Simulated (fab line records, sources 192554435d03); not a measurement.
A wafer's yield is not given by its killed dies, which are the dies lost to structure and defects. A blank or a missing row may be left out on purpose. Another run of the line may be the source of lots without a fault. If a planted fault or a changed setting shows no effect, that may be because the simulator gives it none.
Matching of chambers | flow n5_finfet | 4 sister chambers for N5_BEOL_M14_ETCH_68 on rie_diel-04
The step etches SOC in N2/H2, time 450 s. 4 wafers are shown with their chamber, then 10 later ones without.

== WAFERS WITH THEIR CHAMBER ==
wafer  | chamber | drypump_motor_current_A (A)
L085.3 | 3       | 6.5
L090.5 | 1       | 5.3
L091.1 | 0       | 6.4
L091.4 | 2       | 5.5

== WAFERS MISSING THEIR CHAMBER ==
wafer  | drypump_motor_current_A (A)
L091.6 | 5.3
L096.1 | 5.3
L096.2 | 6.5
L096.3 | 5.4
L095.1 | 5.3
L095.2 | 5.5
L095.4 | 6.5
L097.4 | 5.5
L097.5 | 6.4
L097.6 | 6.5

== WHICH CHAMBER EACH WENT THROUGH ==
wafer  | from the rows above     | in truth
L091.6 | 1                       | 1
L096.1 | 1                       | 1
L096.2 | 3                       | 3
L096.3 | can't be placed: 2 or 1 | 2
L095.1 | 1                       | 1
L095.2 | 2                       | 2
L095.4 | 3                       | 3
L097.4 | 2                       | 2
L097.5 | 0                       | 0
L097.6 | 3                       | 3
Placed correctly: 9 of 10. These rows do not allow placing 1 (true chamber among the candidates in 1). Placed wrongly: 0.
How it was worked out, from the rows above alone: a wafer's distance from a chamber is the root of the sum, over the readings, of the square of ((its reading less the chamber's mean) divided by the reading's scatter). If the next closest chamber is less than 2 further off than the closest, the wafer can't be placed; otherwise it belongs to the closest. For every chamber, the mean is computed from those of its wafers that are shown. The scatter: with one shown wafer a chamber, the root of the mean of the squares of how far each hidden wafer lies from its nearest shown one.
